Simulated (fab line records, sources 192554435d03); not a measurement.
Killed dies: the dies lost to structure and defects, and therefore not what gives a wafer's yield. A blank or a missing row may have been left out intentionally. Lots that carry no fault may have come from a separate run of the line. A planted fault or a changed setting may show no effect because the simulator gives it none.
Comparing a struck lot with a sound one :: flow n5-finfet :: 41 out of 1938 route steps
Sound: wafers L452.1, L452.4, L452.6. Wafers struck: L463.2, L463.3, L463.5. At the end, the cause is stated.
Per side, at each step with rows, come the tool, then ch with its chambers, and then its first start. Under that, the readings that differ: sound wafers :: struck wafers :: difference of the means :: sigmas: that difference in standard deviations of wafers without a fault.
alike: readings whose means differ by less than 2 such deviations, and words and numbers that are the same on both sides. not compared: withheld readings, readings that some wafer has no value for, bounds like >300 that may hide the same value, and numbers for which the record gives no deviation and whose values overlap.
Wherever a step has rows on one side only, a row that says differs or no value, or a row with sigmas, the two part there. Numbers that have no deviation but don't overlap get no sigmas and don't part them. A reading that every wafer of one side lacks parts them only if that side has two wafers or more.

first, 3 steps without rows for these wafers: N5_BEOL_M2_SURFACE_TREAT_85; N5_BEOL_M2_CVD_47 (deposits Co from CCTBA/H2, target thk 3 nm, time 223.8 s); N5_BEOL_M2_SPUTTER_48 (material Cu, target thk 4.5 nm, time 8.29 s).
N5_BEOL_M2_ANNEAL_49: time 240 s.
  sound: pvd-sputter-01 at day 8 04:33; struck: pvd-sputter-02 at day 11 07:22
  alike: heater-power-w, susceptor-temp-C
then, 5 steps without rows for these wafers: N5_BEOL_M2_SPUTTER_79 (material Cu, target thk 4.5 nm, time 8.29 s); N5_BEOL_M2_ANNEAL_80 (time 240 s); N5_BEOL_M2_SPUTTER_81 (material Cu, target thk 4.5 nm, time 8.29 s); N5_BEOL_M2_ANNEAL_82 (time 240 s); N5_BEOL_M2_SPUTTER_86 (material Cu, target thk 4.5 nm, time 8.29 s).
N5_BEOL_M2_ANNEAL_87: time 240 s.
  sound: pvd-sputter-01 at day 8 05:13; struck: pvd-sputter-02 at day 11 08:02
reading: susceptor-temp-C (C)
sound: 400.14 400.09 400.27
struck: 399.64 399.65 399.93
difference: -0.43
sigmas: -2
  alike: heater-power-w
then, 2 steps without rows for these wafers: N5_BEOL_M2_SPUTTER_88 (material Cu, target thk 4.5 nm, time 8.29 s); N5_BEOL_M2_ANNEAL_89 (time 240 s).
N5_BEOL_M2_SPUTTER_90: material Cu, target thk 4.5 nm, time 8.29 s.
  sound: pvd-sputter-01 at day 8 05:34; struck: pvd-sputter-02 at day 11 08:23
  alike: susceptor-temp-C, throttle-valve-pct
N5_BEOL_M2_ANNEAL_91: time 240 s.
  sound: pvd-sputter-01 at day 8 05:39; struck: pvd-sputter-02 at day 11 08:28
  alike: heater-power-w, susceptor-temp-C
then, 3 steps without rows for these wafers: N5_BEOL_M2_SPUTTER_92 (material Cu, target thk 4.5 nm, time 8.29 s); N5_BEOL_M2_ANNEAL_93 (time 240 s); N5_BEOL_M2_SPUTTER_94 (material Cu, target thk 4.5 nm, time 8.29 s).
N5_BEOL_M2_ANNEAL_95: time 240 s.
  sound: pvd-sputter-01 at day 8 06:05; struck: pvd-sputter-02 at day 11 08:55
  alike: heater-power-w, susceptor-temp-C
then, 3 steps without rows for these wafers: N5_BEOL_M2_SPUTTER_96 (material Cu, target thk 4.5 nm, time 8.29 s); N5_BEOL_M2_ECD_50 (material Cu, target thk 300 nm); N5_BEOL_M2_ANNEAL_51 (time 90 s).
N5_BEOL_M2_CMP_52: polishes, stops on SiOC, t overpolish 6.8 s, target thk 40 nm.
  sound on cmp-02 ch 0,3, day 8 06:49; struck on cmp-03 ch 1,2, day 11 09:36
  alike: barrier-field-endpoint-s, edge-zone-pressure-frac, motor-current-A, overpolish-run-s, platen-rpm, time-to-endpoint-s
then, 4 steps without rows for these wafers: N5_BEOL_M2_PRE_CLEAN_60 (time 15 s); N5_BEOL_M2_CO_CAP_55 (material Co, precursor CCTBA/H2, target thk 2 nm, time 102.1 s); N5_BEOL_M2_PRE_CLEAN_56 (time 15 s); N5_BEOL_M2_DEP_57 (deposits SiCN from 3MS/NH3, target thk 8 nm, time 14 s).
N5_BEOL_M2_RS_MEAS_58: measurement is done with a four-point probe.
  sound: film-metro-01 at day 8 07:22; struck: film-metro-02 at day 11 10:09
  alike: M2_RS
then, 1 step without rows for these wafers: N5_BEOL_M3_ILD_DEP_00 (deposits SiOC from DEMS/O2, target thk 79 nm, time 15.3 s).
N5_BEOL_M3_THK_MEAS_01:
  sound: film-metro-02 at day 8 07:29; struck: film-metro-02 at day 11 10:17
  alike: M3_ILD_THK
then, 11 steps without rows for these wafers: N5_BEOL_M3_PECVD_72 (deposits SiO2 from TEOS/O2, target thk 16 nm, time 18 s); N5_BEOL_M3_HM_DEP_02 (deposits TiN, target thk 20 nm); N5_BEOL_M3_COAT_61 (time 60 s, resist thk 60 nm); N5_BEOL_M3_COAT_62 (time 60 s, resist thk 12 nm); N5_BEOL_M3_COAT_73 (time 60 s, resist thk 5 nm); N5_BEOL_M3_COAT_05 (resist thk 30 nm); N5_BEOL_M3_EBR_07; N5_BEOL_M3_SOFTBAKE_06 (time 60 s); N5_BEOL_M3_EXPOSE_08 (exposes mask M3); N5_BEOL_M3_PEB_09 (peb time 60 s); N5_BEOL_M3_DEVELOP_10 (develop time 30 s).
-- a jump in the record: the struck wafers' starts before and after are 5 days apart (it breaks off in module BEOL_M3 and resumes in module PASSIVATION, where the first step shown is number 1936 of the route) --
N5_PASSIVATION_PROBE_49:
  only the struck wafers here have rows in the record (prober-01, day 16 14:19); the sound ones have none

## WHERE THEY PART
At N5_BEOL_M2_ANNEAL_87 first; at N5_PASSIVATION_PROBE_49 last (within this record only).

WHY: whatever the simulator had introduced
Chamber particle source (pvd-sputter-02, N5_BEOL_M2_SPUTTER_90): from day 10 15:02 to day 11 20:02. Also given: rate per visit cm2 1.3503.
